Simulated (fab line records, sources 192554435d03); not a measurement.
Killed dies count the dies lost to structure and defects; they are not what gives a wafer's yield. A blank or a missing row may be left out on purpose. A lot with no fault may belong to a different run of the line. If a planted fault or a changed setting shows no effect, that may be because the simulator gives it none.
Split-lot study ; flow n5_finfet ; route with 1938 steps; 7 lots, 21 wafers read

== THE SPLIT ==
At N5_BEOL_M11_ETCH_66 (etches SOC in N2/H2, target depth 120 nm, overetch 24 nm, time 180 s), the setting time_s was moved away from the recipe's 180 s on 8 of the 21 wafers read, by -21.3% to +22.1%. All remaining wafers had this setting at the recipe value.

Reading taken at the split's own step.

== THE READING ==
SiARC_of_BEOL_M11_COAT_64.thk_nm (the simulator's own value, which no gauge read), in nm, at N5_BEOL_M11_ETCH_66 (etches SOC in N2/H2, target depth 120 nm, overetch 24 nm, time 180 s). No usual value for it is given in the file. Across the 13 wafers here that went through the recipe, the average is 22.8 nm and the standard deviation 0.17 nm.

wafer;tool, chamber at the split;time_s as run, s;against the recipe;SiARC_of_BEOL_M11_COAT_64.thk_nm, nm;against lot-mates on the recipe
L080.2;rie_diel-05, 3;219.5;+21.9%;21.2;-1.6
L080.3;rie_diel-05, 0;180;recipe;22.8;-
L080.4;rie_diel-05, 1;219.5;+21.9%;21.4;-1.4
L085.3;rie_diel-04, 2,1,2;180;recipe;22.8;-
L085.5;rie_diel-04, 2,1,2;180;recipe;22.8;-
L085.6;rie_diel-04, 2,1,2;180;recipe;22.8;-
L088.2;rie_diel-05, 0,1;180;recipe;22.8;-
L088.5;rie_diel-05, 0,1;180;recipe;22.8;-
L088.3;rie_diel-05, 2;141.6;-21.3%;24.4;+1.6
L089.3;rie_diel-06, 1;180;recipe;22.6;-
L089.4;rie_diel-06, 3;219.8;+22.1%;21.6;-1.0
L089.6;rie_diel-06, 1;219.8;+22.1%;20.8;-1.8
L091.2;rie_diel-04, 3;180;recipe;22.6;-
L091.6;rie_diel-04, 3;180;recipe;22.6;-
L091.5;rie_diel-04, 0;180;recipe;22.8;-
L090.1;rie_diel-04, 2;194.1;+7.8%;22.4;-0.6
L090.4;rie_diel-04, 0;180;recipe;23;-
L090.5;rie_diel-04, 2;194.1;+7.8%;22.2;-0.8
L095.1;rie_diel-05, 1;180;recipe;23;-
L095.2;rie_diel-05, 0;197.8;+9.9%;22.2;-0.9
L095.4;rie_diel-05, 2;180;recipe;23.2;-
Rows listing several chambers each stand for several wafers; the file does not say which wafer went through which chamber.

THE FIT
A straight line over all 21 wafers: SiARC_of_BEOL_M11_COAT_64.thk_nm changes by -0.0715 nm for each +1% of time_s; r = -0.97; the points scatter about the line by 0.2 nm.
The same after taking each lot's own level away (the mean of its wafers on the recipe; 21 wafers): -0.0693 nm for each +1%; r = -0.97; scatter 0.17 nm.
Per that fit: largest time_s move, reading shift of 1.5 nm.
Across the lots, their own levels run from 22.60 to 23.10 nm, a range of 3.0 times the standard deviation given above.
Consequently the slope shifts little with the lot-to-lot level, the two slopes agreeing.
Check: -1.66 nm against its lot-mates is what the line predicts for one of the wafers moved furthest among these (+22.1%) when that wafer is left out of the fit. Against them it came out at -1 nm.

== ADDITIONAL SPLITS CARRIED BY THESE WAFERS ==
Before the reading, these wafers also passed through other splits. Each is held against what the fit with the lots' levels taken away leaves over:
other split on the same wafers;wafers away from the commonest value;r with SiARC_of_BEOL_M11_COAT_64.thk_nm (lot level and that fit taken away)
N5_BEOL_M9_COAT_64 spin_rpm;6;-0.27
N5_BEOL_M9_COAT_75 time_s;5;+0.00
N5_BEOL_M10_COAT_05 spin_rpm;8;+0.40
N5_BEOL_M10_ETCH_62 time_s;2;+0.28
N5_BEOL_M11_DESCUM_16 time_s;7;+0.08
N5_BEOL_M11_ETCH_62 time_s;5;+0.21

== FILE'S OWN FIT ==
SiARC_of_BEOL_M11_COAT_64.thk_nm changes by -0.0709 nm for each +1% of time_s, r = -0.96.
